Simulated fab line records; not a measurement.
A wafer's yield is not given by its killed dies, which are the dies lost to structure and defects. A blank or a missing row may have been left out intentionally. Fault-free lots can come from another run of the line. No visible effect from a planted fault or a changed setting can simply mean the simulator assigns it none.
fab line records	flow n5Finfet
record lots=5	wafers=15	lastDay=19
route steps=1938 shown BEOL_M5@1179 PASSIVATION@1936
lots that met no fault: from a run of the same line without faults
startH: hours from the record's opening day to when the first of the lot's shown wafers began	waitH: hours since the lot's step before	" repeats the value in the row above	L1.1+2: one row covering several wafers at once	- no value, or no start was given	* or withheld: withheld	< > ~ a bound
route shown NAME@n: a module of which the file shows steps, and the number in the route of the first	usual: mean/standard deviation of fault-free wafers	same: alike in all rows	chamber/n: place in a boat	sites: readings site by site	_std_site: the values' standard deviation	_edge_site: the outer-site mean with the inner-site mean subtracted	radiusMm: for every site, how far away it sits from the centre of the wafer	mask NAME#n: copy n	behind: the most recent tool/chamber to have shaped the wafer	hold: cause of the lot's hold/its duration in hours/its outcome	device: which transistor (n, p or np) failed to switch	end of line: tests of these same wafers at the route's end	a step given without rows: its recipe and nothing more	killed: dies lost to structure and defects at the first sort, not the wafer's yield	map: shows each die of a wafer: x if killed, . if not, _ if none is there
set.NAME: the setting that was run; set.NAME@STEP: the one run at that earlier step	model.NAME: the simulator's own value behind a step, which no gauge read
certain route steps with their lots: each step a table, each wafer a row
services: from which hour (startH, from the record's first day; less than 0 if before it) a tool's chamber was out of use, for how many hours, and why
## steps
# step N5_BEOL_M5_SPUTTER_83
# recipe material=Cu	targetThkA=150	tempC=-20	chamberPressurePa=0.07	powerW=withheld	timeS=27.62
# step N5_BEOL_M5_ANNEAL_84
# recipe tempC=400	timeS=1800	ambient=vacuum
# usual heaterPowerW=787/96
lot.wafer	tool	chamber	startH	waitH	heaterPowerW
L230.1	pvdSputter-03	-	220.64	0.0	843
L230.4	"	-	"	"	741
L230.6	"	-	"	"	773
L229.2	pvdSputter-01	-	222.35	0.0	875
L229.4	"	-	"	"	648
L229.5	"	-	"	"	675
L244.2	pvdSputter-02	-	303.84	0.0	668
L244.3	"	-	"	"	763
L244.5	"	-	"	"	665
L249.2	pvdSputter-01	-	333.65	0.0	760
L249.5	"	-	"	"	765
L249.6	"	-	"	"	652
L251.2	pvdSputter-02	-	354.91	0.0	805
L251.4	"	-	"	"	880
L251.5	"	-	"	"	724
# step N5_BEOL_M5_SPUTTER_88
# recipe material=Cu	targetThkA=150	tempC=-20	chamberPressurePa=0.07	powerW=withheld	timeS=27.62
# step N5_BEOL_M5_ANNEAL_89
# recipe tempC=400	timeS=1800	ambient=vacuum
# usual heaterPowerW=785/98
lot.wafer	tool	chamber	startH	waitH	heaterPowerW
L230.1	pvdSputter-03	-	221.73	0.0	832
L230.4	"	-	"	"	753
L230.6	"	-	"	"	764
L229.2	pvdSputter-01	-	223.43	0.0	881
L229.4	"	-	"	"	678
L229.5	"	-	"	"	652
L244.2	pvdSputter-02	-	304.93	0.0	657
L244.3	"	-	"	"	744
L244.5	"	-	"	"	644
L249.2	pvdSputter-01	-	334.74	0.0	743
L249.5	"	-	"	"	747
L249.6	"	-	"	"	648
L251.2	pvdSputter-02	-	355.99	0.0	782
L251.4	"	-	"	"	889
L251.5	"	-	"	"	758
# step N5_BEOL_M5_SPUTTER_90
# recipe material=Cu	targetThkA=45	tempC=-20	chamberPressurePa=0.07	powerW=withheld	timeS=8.29
# usual throttleValvePct=30.2/1.4
lot.wafer	tool	chamber	startH	waitH	throttleValvePct
L230.1	pvdSputter-03	-	222.74	0.5	28.2
L230.4	"	-	"	"	29.7
L230.6	"	-	"	"	30.0
L229.2	pvdSputter-01	-	224.44	0.5	33.1
L229.4	"	-	"	"	31.4
L229.5	"	-	"	"	31.1
L244.2	pvdSputter-02	-	305.93	0.5	31.1
L244.3	"	-	"	"	30.4
L244.5	"	-	"	"	30.9
L249.2	pvdSputter-01	-	335.74	0.5	30.3
L249.5	"	-	"	"	30.6
L249.6	"	-	"	"	31.5
L251.2	pvdSputter-02	-	357.00	0.5	27.9
L251.4	"	-	"	"	29.6
L251.5	"	-	"	"	30.3
# step N5_BEOL_M5_ECD_50
# recipe material=Cu	targetThkA=3000
# step N5_BEOL_M5_ANNEAL_51
# recipe tempC=225	timeS=90	ambient=N2
# step N5_BEOL_M5_CMP_52
# recipe stopOn=SiCOH_lowk	tOverpolishS=6.9	downForcePsi=1	platenRpm=50	clearingPlatenDownForcePsi=1.5	clearingPlatenRpm=50	postCmpClean=cuAlkaline	targetThkNm=62	clearingPlatenPadVelocityMS=0.99484	padVelocityMS=0.99484
# usual barrierFieldEndpointS=24.5/0.65	motorCurrentA=5.9/0.53	overpolishRunS=6.899/0.0094	slurryFilterDpKPa=13.49/0.13	timeToEndpointS=60/3.1
lot.wafer	tool	chamber	startH	waitH	barrierFieldEndpointS	motorCurrentA	overpolishRunS	slurryFilterDpKPa	timeToEndpointS
L230.1	cmp-01	3	223.24	0.3	24.1	5.4	6.907	13.51	58
L230.4	"	0	"	"	24.3	5.9	6.906	13.49	59
L230.6	"	0	"	"	24.1	6.3	6.909	13.66	56
L229.4	cmp-01	0	225.02	0.2	24.5	6.1	6.897	13.64	58
L229.2	"	1	"	"	25.4	5.9	6.891	13.30	65
L229.5	"	3	"	"	25.3	5.5	6.899	13.58	59
L244.3	cmp-01	0	306.86	0.2	23.8	5.9	6.885	13.37	56
L244.2	"	2	"	"	23.1	6.5	6.905	13.66	55
L244.5	"	3	"	"	23.8	5.6	6.909	13.42	59
L249.2	cmp-01	3	336.24	0.2	23.5	5.7	6.897	13.59	62
L249.5	"	3	"	"	25.4	5.2	6.889	13.41	65
L249.6	"	0	"	"	24.0	6.1	6.900	13.53	60
L251.2	cmp-01	3	357.50	0.2	24.7	5.2	6.899	13.64	65
L251.4	"	2	"	"	24.4	6.5	6.905	13.22	62
L251.5	"	0	"	"	23.6	6.3	6.896	13.34	58
# step N5_BEOL_M5_THK_MEAS_53
# recipe thkMeasGauge=xrf	reads=Cu_of_BEOL_M5_ECD_50
# usual M5_THK=61.1/2.1
lot.wafer	tool	chamber	startH	waitH	M5_THK[nm]
L230.1	filmMetro-01	-	223.54	-	59.6
L230.4	"	-	"	"	62.7
L230.6	"	-	"	"	59.4
L229.2	filmMetro-02	-	225.24	-	61.6
L229.4	"	-	"	"	61.6
L229.5	"	-	"	"	60.4
L244.2	filmMetro-02	-	307.12	-	57.4
L244.3	"	-	"	"	56.5
L244.5	"	-	"	"	58.0
L249.2	filmMetro-01	-	336.54	-	58.2
L249.5	"	-	"	"	62.4
L249.6	"	-	"	"	61.8
L251.2	filmMetro-02	-	357.80	-	59.3
L251.4	"	-	"	"	58.7
L251.5	"	-	"	"	62.1
# step N5_BEOL_M5_PRE_CLEAN_77
# recipe gas=NH3/H2	timeS=15	tempC=*	rfPowerW=300
# usual heaterPowerW=92/21
lot.wafer	tool	chamber	startH	waitH	heaterPowerW
L230.1	cvdCo-01	1	223.57	0.0	127
L230.4	"	0	"	"	97
L230.6	"	2	"	"	58
L229.2	cvdCo-02	0	225.27	0.0	104
L229.4	"	1	"	"	82
L229.5	"	2	"	"	81
L244.2	cvdCo-01	2	307.15	0.0	60
L244.3	"	1	"	"	126
L244.5	"	1	"	"	126
L249.2	cvdCo-02	0	336.73	0.2	104
L249.5	"	0	"	"	107
L249.6	"	2	"	"	80
L251.2	cvdCo-02	0	357.83	0.0	107
L251.4	"	1	"	"	76
L251.5	"	0	"	"	106
# step N5_BEOL_M5_CO_CAP_78
# recipe material=Co	targetThkA=20	tempC=200	precursor=CCTBA/H2	pressureTorr=30	timeS=102.1
# step N5_BEOL_M5_PRE_CLEAN_55
# recipe gas=NH3	timeS=15	tempC=withheld	rfPowerW=300
# step N5_BEOL_M5_DEP_56
# recipe material=SiCN	targetThkA=80	tempC=withheld	precursor=3MS/NH3	pressureTorr=3	rfW=202	timeS=14
# usual showerheadPlenumPTorr=3.666/0.012	throttleValvePct=9.1/0.69
lot.wafer	tool	chamber	startH	waitH	showerheadPlenumPTorr	throttleValvePct	model.SiCN_of_BEOL_M5_DEP_56.thkNm
L230.1	pecvd-03	1	223.73	0.0	3.665	9.8	7.8
L230.4	"	2	"	"	3.672	8.3	8
L230.6	"	1	"	"	3.652	9.8	8
L229.2	pecvd-04	0	225.43	0.0	3.669	9.2	8
L229.4	"	2	"	"	3.633	8.5	8.2
L229.5	"	1	"	"	3.660	9.5	8
L244.2	pecvd-03	0	307.31	0.0	3.672	10.2	7.8
L244.3	"	2	"	"	3.667	8.3	3
L244.5	"	2	"	"	3.672	8.7	3
L249.2	pecvd-04	0	336.94	0.0	3.667	9.2	7.8
L249.5	"	0	"	"	3.672	8.9	8
L249.6	"	1	"	"	3.680	9.5	7.8
L251.2	pecvd-01	2	357.99	0.0	3.673	8.2	7.8
L251.4	"	0	"	"	3.682	8.9	8
L251.5	"	2	"	"	3.672	7.9	8
# step N5_BEOL_M5_RS_MEAS_57
# recipe thkMeasGauge=four-point-probe	reads=Co_of_BEOL_M5_CO_CAP_78+Cu_of_BEOL_M5_ECD_50+Co_of_BEOL_M5_CVD_47+TaN_of_BEOL_M5_ALD_86
# usual M5_RS=0.394/0.016
lot.wafer	tool	chamber	startH	waitH	M5_RS[ohm/sq]
L230.1	filmMetro-01	-	223.80	0.0	0.412
L230.4	"	-	"	"	0.387
L230.6	"	-	"	"	0.412
L229.2	filmMetro-02	-	225.50	0.1	0.387
L229.4	"	-	"	"	0.388
L229.5	"	-	"	"	0.396
L244.2	filmMetro-01	-	307.38	0.1	0.423
L244.3	"	-	"	"	0.429
L244.5	"	-	"	"	0.417
L249.2	filmMetro-02	-	337.01	0.1	0.410
L249.5	"	-	"	"	0.375
L249.6	"	-	"	"	0.379
L251.2	filmMetro-01	-	358.06	0.1	0.409
L251.4	"	-	"	"	0.411
L251.5	"	-	"	"	0.385
# step N5_PASSIVATION_PROBE_49
# usual defectLimitedYield=91.0/1.4	killed_at_M0_to_M3=33/11	killed_at_M4_up=14/5	killedAtContacts=11/7.3	killedAtFrontEnd=43/12	killedAtOther=4/3.1	killedDies=106/17	killedOpen=69/13	killedShort=34/8.7	sort_bin_5_function=5.2/0.96	sort_bin_6_memory=3.3/0.66	sort_bin_8_speed=0.00/0.012	sortNPass=1074/17	sortYieldPct=91.0/1.4
# same grossDies=1180	killedAtBackSide=0	sort_bin_4_leakage[%]=0
lot.wafer	tool	chamber	startH	waitH	defectLimitedYield[%]	killed_at_M0_to_M3	killed_at_M4_up	killedAtContacts	killedAtFrontEnd	killedAtOther	killedDies	killedOpen	killedShort	sort_bin_5_function[%]	sort_bin_6_memory[%]	sort_bin_8_speed[%]	sortNPass	sortYieldPct[%]
L230.1	prober-01	-	321.53	0.0	92.9	32	16	8	22	6	84	67	17	3.9	3.1	0	1096	92.9
L230.4	prober-01	-	321.68	0.2	90.8	57	13	7	29	3	109	67	42	4.8	4.2	0	1071	90.8
L230.6	prober-01	-	321.78	0.3	91.6	38	13	11	32	5	99	79	19	5.4	2.8	0	1081	91.6
# killed by level:class
L230.1 BEOL_M4:geometricParticle:open=9 BEOL_M0_SAQP:geometricParticle:open=7 BEOL_M3:geometricParticle:open=7 BEOL_M1:geometricParticle:open=7 DUMMY_GATE:geometricParticle:open=6 MOL_CONTACT_COAG:geometricParticle:open=6 STI_FIN_REVEAL:geometricParticle:open=5 BEOL_M0:geometricParticle:open=5
L230.4 BEOL_M0_SAQP:geometricParticle:short=14 BEOL_M0_SAQP:geometricParticle:open=10 BEOL_M2:geometricParticle:open=9 BEOL_M4:geometricParticle:open=7 MOL_CONTACT_COAG:geometricParticle:open=6 BEOL_M1:geometricParticle:open=6 BEOL_M3:geometricParticle:open=6 FIN_SAQP:geometricParticle:short=4
L230.6 MOL_CONTACT_COAG:geometricParticle:open=11 BEOL_M3:geometricParticle:open=11 BEOL_M0_SAQP:geometricParticle:open=9 DUMMY_GATE:geometricParticle:open=7 BEOL_M2:geometricParticle:open=7 FIN_SAQP:geometricParticle:open=4 GATE_CUT:geometricParticle:short=4 GATE_CUT:geometricParticle:open=4
## services
tool	chamber	startH	hours	kind
pecvd-03	0	197.68	5.0	scheduledDown
pecvd-01	2	202.38	-	clean
pecvd-01	2	202.38	-	consumableReplace:showerhead
pecvd-01	2	202.38	29.0	scheduledDown
cvdCo-02	1	205.50	7.8	repair
pecvd-04	2	258.08	2.1	scheduledDown
cvdCo-02	-	272.54	2.8	pm
pecvd-01	1	292.97	3.6	repair
pecvd-04	0	292.97	2.1	scheduledDown
pecvd-01	-	297.04	28.1	pm
cmp-01	-	327.24	4.1	pm
pecvd-03	-	331.36	0.6	repair
cmp-01	-	331.60	2.1	repair
cvdCo-02	1	333.33	-	clean
cvdCo-02	1	333.33	22.0	scheduledDown
cvdCo-02	1	333.33	22.0	ventCycle
pecvd-03	2	335.42	2.1	scheduledDown
cmp-01	-	342.81	4.0	pm
cmp-01	-	346.81	-	consumableReplace:conditioner
cmp-01	-	346.81	-	consumableReplace:pad
cmp-01	-	346.81	7.1	pm
pvdSputter-03	-	353.36	1.1	repair
pecvd-03	1	354.73	2.1	scheduledDown
pvdSputter-03	-	355.01	3.2	repair
## key
firstSign none at tools or gauges
modelEffect step=N5_BEOL_M5_DEP_56	value=SiCN_of_BEOL_M5_DEP_56.thkNm	without=8	struck=3
metAt N5_BEOL_M5_DEP_56
struckWafers L244.3,L244.5
onsetBetween 223.73 307.31
fault kind=processParameterDrift	tool=pecvd-03	chamber=2	onsetH=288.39	steps=N5_BEOL_M5_DEP_56	channel=timeS	offset=*	shape=step	endH=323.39	actsIn=*	stated=*
